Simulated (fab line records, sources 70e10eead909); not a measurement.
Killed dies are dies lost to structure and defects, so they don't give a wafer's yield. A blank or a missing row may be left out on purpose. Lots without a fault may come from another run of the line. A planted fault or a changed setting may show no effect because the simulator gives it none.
Which tool did it? | flow nand_harc | 10 lots, 30 wafers sampled, at 1 step of a route of 1302

WHAT THE GAUGES READ, wafer by wafer
NHARC_P_M1_INSPECT_11.
lot  | measured     | on                | raw_defect_count
L267 | day 6 11:21  | defect_inspect-02 | 3 1 3
L269 | day 6 23:45  | defect_inspect-01 | 6 5 4
L271 | day 8 00:05  | defect_inspect-02 | 2 2 3
L275 | day 9 16:30  | defect_inspect-01 | 5 10 6
L281 | day 12 06:54 | defect_inspect-02 | 5 5 5
L282 | day 12 07:36 | defect_inspect-01 | 5 5 1
L283 | day 12 21:52 | defect_inspect-02 | 3 4 3
L286 | day 14 02:19 | defect_inspect-02 | 5 5 2
L287 | day 14 16:26 | defect_inspect-02 | 1 3 2
L290 | day 15 23:12 | defect_inspect-02 | 4 8 10

WHICH TOOL RAN EACH LOT (tool, then ch and the chambers of the sampled wafers, then the start)
The record holds no process step before these readings.

THE ANSWER, worked out from the rows above alone
Rule: what is usual is taken from the lots themselves. Put in order of their means at a reading, lots are off if they are a third of the lots or fewer, leave a main group of 4 or more, and stand apart from it by a gap of 3 or more times the standard deviation of the main group's means; of several such gaps the widest counts. A main group whose means are all the same, to the digits that the tables above print for the reading, isn't used. A lot without any number at a reading at which 4 lots or more have one is off too. The other lots that the step has rows for count as sound.
No lot is off at any reading shown: from this, nothing can be told.

WHAT THE SIMULATOR HAD PUT IN
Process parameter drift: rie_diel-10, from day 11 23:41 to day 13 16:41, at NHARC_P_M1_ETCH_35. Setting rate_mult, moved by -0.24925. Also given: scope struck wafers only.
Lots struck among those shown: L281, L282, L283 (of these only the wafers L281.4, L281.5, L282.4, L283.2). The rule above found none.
